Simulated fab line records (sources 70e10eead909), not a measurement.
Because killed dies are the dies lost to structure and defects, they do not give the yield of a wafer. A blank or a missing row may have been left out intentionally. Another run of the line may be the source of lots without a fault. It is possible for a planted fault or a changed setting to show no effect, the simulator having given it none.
Check of tool commonality -- flow nandHarc -- Sampled: 14 lots, 40 wafers

## THE REASON FOR OPENING IT
On 2 of the 14 lots, a flag is raised at NHARC_A_ONON_D1_THK_MEAS_18 on the reading thkNm. Wafers without a fault read 998 nm, standard deviation 11.
Rule: a lot is flagged in two cases, either no wafer of it has a number, or all its wafers with numbers fall more than 4 standard deviations from that mean. As for the other lots, they are considered sound.

lot,measured,on,"thkNm (nm), wafer by wafer",flag
L205,day 7 22:25,filmMetro-01,982 982 983,
L206,day 8 14:46,filmMetro-01,993 993 995,
L207,day 8 14:46,filmMetro-02,997 996 996,
L209,day 9 18:06,filmMetro-01,999 999 999,
L210,day 10 12:01,filmMetro-02,999 998 1000,
L211,day 10 20:11,filmMetro-02,986 986 987,
L212,day 11 10:01,filmMetro-02,1006 1004 1006,
L213,day 11 10:02,filmMetro-01,1015 1015 1013,
L214,day 11 16:32,filmMetro-01,997 997 998,
L218,day 14 07:16,filmMetro-01,1004 1005 1005,
L220,day 14 07:16,filmMetro-02,1557 1557,FLAGGED
L219,day 14 07:38,filmMetro-02,1532 1532,FLAGGED
L227,day 17 09:09,filmMetro-02,997 998 996,
L228,day 17 23:44,filmMetro-02,1006 1006 1005,
The numbers of the flagged lots are 1544 nm on average: +546 nm against the usual, or +50 standard deviations.

## EACH LOT AND THE TOOL IT RAN ON
2 process steps preceding the reading are held in the record, out of 1302 steps in the route. Every cell lists first the tool, next ch and the chambers used by the sampled wafers, and last the start.
lot,flag,NHARC_P_BONDPAD_ACTIVATE_29,NHARC_A_ONON_D1_DEP_16
L205,,"rieDiel-10 ch 2,3, day 6 13:04","pecvdOnon-01 ch 0, day 7 21:57"
L206,,"rieDiel-10 ch 1,2,3, day 7 04:28","pecvdOnon-01 ch 0, day 8 14:15"
L207,,"rieDiel-09 ch 0,1, day 7 08:17","pecvdOnon-02 ch 0, day 8 14:19"
L209,,"rieDiel-08 ch 1,2,3, day 8 08:19","pecvdOnon-01 ch 0, day 9 17:35"
L210,,"rieDiel-10 ch 0,3, day 9 02:28","pecvdOnon-02 ch 0, day 10 11:34"
L211,,"rieDiel-09 ch 0,3, day 9 05:14","pecvdOnon-01 ch 0, day 10 19:40"
L212,,"rieDiel-08 ch 0,1,3, day 9 23:09","pecvdOnon-01 ch 0, day 11 09:31"
L213,,"rieDiel-08 ch 0,1, day 10 00:18","pecvdOnon-02 ch 0, day 11 09:35"
L214,,"rieDiel-10 ch 0,1,3, day 10 06:05","pecvdOnon-01 ch 0, day 11 16:01"
L218,,"rieDiel-10 ch 0,1,2, day 12 17:54","pecvdOnon-01 ch 0, day 14 06:52"
L220,FLAGGED,"rieDiel-10 ch 2, day 12 18:50","pecvdOnon-02 ch 0, day 14 06:59"
L219,FLAGGED,"rieDiel-09 ch 1, day 12 20:49","pecvdOnon-02 ch 0, day 14 07:20"
L227,,"rieDiel-09 ch 0,2,3, day 15 19:52","pecvdOnon-01 ch 0, day 17 08:41"
L228,,"rieDiel-08 ch 1,2, day 16 07:50","pecvdOnon-01 ch 0, day 17 23:20"
What these steps do:
- NHARC_P_BONDPAD_ACTIVATE_29: chemistry N2, time 60 s.
- NHARC_A_ONON_D1_DEP_16: target thk 1000 nm.
- NHARC_A_ONON_D1_THK_MEAS_18: measures by ellipsometry.

## FLAGGED AGAINST TOTAL, ONE TOOL AT A TIME (gauges that did the reading follow at the end)
step,tool,lots run,flagged,share of the flagged lots,sound lots run after its first flagged lot
NHARC_P_BONDPAD_ACTIVATE_29,rieDiel-08,4,0,none,-
NHARC_P_BONDPAD_ACTIVATE_29,rieDiel-09,4,1,some,1 (L227)
NHARC_P_BONDPAD_ACTIVATE_29,rieDiel-10,6,1,some,0
NHARC_A_ONON_D1_DEP_16,pecvdOnon-01,9,0,none,-
NHARC_A_ONON_D1_DEP_16,pecvdOnon-02,5,2,all,0
NHARC_A_ONON_D1_THK_MEAS_18,filmMetro-01,6,0,none,-
NHARC_A_ONON_D1_THK_MEAS_18,filmMetro-02,8,2,all,"2 (L227,L228)"

## WHAT THE TABLE ALLOWS
In 2 table rows, all flagged lots were run: pecvdOnon-02 (NHARC_A_ONON_D1_DEP_16), filmMetro-02 (NHARC_A_ONON_D1_THK_MEAS_18).
- pecvdOnon-02 at NHARC_A_ONON_D1_DEP_16 ran 5 lots, 2 of them flagged. Its last sound lot is L213 (day 11 09:35), its first flagged lot L220 (day 14 06:59): a fault that began between those two fits.
- filmMetro-02 at NHARC_A_ONON_D1_THK_MEAS_18 ran 8 lots, 2 of them flagged. Sound lots ran on it after the first flagged one (L227, L228), which a lasting fault on the whole tool wouldn't allow.
pecvdOnon-02 at NHARC_A_ONON_D1_DEP_16 is the single tool remaining.

## WHAT WAS PUT IN BY THE SIMULATOR
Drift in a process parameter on pecvdOnon-02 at NHARC_A_ONON_D1_DEP_16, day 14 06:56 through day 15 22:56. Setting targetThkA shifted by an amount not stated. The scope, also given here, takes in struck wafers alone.
Struck lots among those shown: L220, L219. This agrees with what the rule above found.
